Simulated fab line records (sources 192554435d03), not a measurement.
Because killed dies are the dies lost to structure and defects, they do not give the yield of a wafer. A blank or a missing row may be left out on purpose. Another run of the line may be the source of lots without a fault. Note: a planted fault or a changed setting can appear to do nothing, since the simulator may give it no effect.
Chamber matching || flow n5-finfet || pecvd-01 running N5_BEOL_M6_ILD_DEP_00: 3 sister chambers
The step deposits SiCOH lowk from DEMS/porogen, target thk 179.75 nm, time 33.4 s. 3 wafers are shown with their chamber, then 12 later ones without.

EACH WAFER AND ITS CHAMBER
{"wafer": "L083.4", "chamber": 2, "throttle-valve-pct (%)": 13.1}
{"wafer": "L085.4", "chamber": 0, "throttle-valve-pct (%)": 14.1}
{"wafer": "L085.5", "chamber": 1, "throttle-valve-pct (%)": 15.9}

WAFERS WITHOUT THEIR CHAMBER
{"wafer": "L086.1", "throttle-valve-pct (%)": 13.3}
{"wafer": "L086.4", "throttle-valve-pct (%)": 13.2}
{"wafer": "L086.5", "throttle-valve-pct (%)": 16.0}
{"wafer": "L088.1", "throttle-valve-pct (%)": 13.9}
{"wafer": "L088.4", "throttle-valve-pct (%)": 16.0}
{"wafer": "L088.6", "throttle-valve-pct (%)": 13.3}
{"wafer": "L091.2", "throttle-valve-pct (%)": 15.9}
{"wafer": "L091.3", "throttle-valve-pct (%)": 13.1}
{"wafer": "L091.4", "throttle-valve-pct (%)": 15.8}
{"wafer": "L094.2", "throttle-valve-pct (%)": 15.7}
{"wafer": "L094.4", "throttle-valve-pct (%)": 13.1}
{"wafer": "L094.5", "throttle-valve-pct (%)": 14.2}

WHICH CHAMBER EACH ONE RAN IN
{"wafer": "L086.1", "from the rows above": 2, "in truth": 2}
{"wafer": "L086.4", "from the rows above": 2, "in truth": 2}
{"wafer": "L086.5", "from the rows above": 1, "in truth": 1}
{"wafer": "L088.1", "from the rows above": 0, "in truth": 0}
{"wafer": "L088.4", "from the rows above": 1, "in truth": 1}
{"wafer": "L088.6", "from the rows above": 2, "in truth": 2}
{"wafer": "L091.2", "from the rows above": 1, "in truth": 1}
{"wafer": "L091.3", "from the rows above": 2, "in truth": 2}
{"wafer": "L091.4", "from the rows above": 1, "in truth": 1}
{"wafer": "L094.2", "from the rows above": 1, "in truth": 1}
{"wafer": "L094.4", "from the rows above": 2, "in truth": 2}
{"wafer": "L094.5", "from the rows above": 0, "in truth": 0}
Placed correctly: 12 of 12. Can't be placed from these rows: 0. 0 placed wrongly.
How it was worked out, from the rows above alone: a wafer's distance from a chamber is the root of the sum, over the readings, of the square of ((its reading less the chamber's mean) divided by the reading's scatter). The wafer belongs to the nearest chamber; if the next one is less than 2 further off, it can't be placed. A chamber's mean is the mean of its shown wafers. The scatter: root of mean squared gap, hidden wafer to nearest shown wafer, with one shown wafer a chamber.
